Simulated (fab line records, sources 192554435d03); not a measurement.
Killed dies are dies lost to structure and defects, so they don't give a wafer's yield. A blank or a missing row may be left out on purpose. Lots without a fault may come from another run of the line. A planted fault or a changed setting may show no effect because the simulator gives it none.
Chamber matching | flow n5_finfet | N5_BEOL_M2_ALD_84 on ald_metal-01: 4 sister chambers
The step deposits TaN, pulse time 2 s, purge time 3 s, co reactant purge time 2 s. 4 wafers are shown with their chamber, then 7 later ones without.

WAFERS WITH THEIR CHAMBER
wafer  | chamber | heater_power_w (W)
L082.4 | 3       | 392
L082.5 | 1       | 441
L092.1 | 0       | 463
L092.4 | 2       | 402

WAFERS WITHOUT THEIR CHAMBER
wafer  | heater_power_w (W)
L092.5 | 405
L096.1 | 456
L096.3 | 449
L096.5 | 396
L097.2 | 396
L097.4 | 463
L097.6 | 451

WHICH CHAMBER EACH WENT THROUGH
wafer  | from the rows above     | in truth
L092.5 | can't be placed: 2 or 3 | 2
L096.1 | can't be placed: 0 or 1 | 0
L096.3 | can't be placed: 1 or 0 | 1
L096.5 | can't be placed: 3 or 2 | 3
L097.2 | can't be placed: 3 or 2 | 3
L097.4 | 0                       | 0
L097.6 | can't be placed: 1 or 0 | 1
Placed correctly: 1 of 7. Can't be placed from these rows: 6 (the true chamber is among the candidates in 6). Placed wrongly: 0.
How it was worked out, from the rows above alone: a wafer's distance from a chamber is the root of the sum, over the readings, of the square of ((its reading less the chamber's mean) divided by the reading's scatter). The wafer belongs to the nearest chamber; if the next one is less than 2 further off, it can't be placed. A chamber's mean is the mean of its shown wafers. The scatter: with one shown wafer a chamber, the root of the mean of the squares of how far each hidden wafer lies from its nearest shown one.
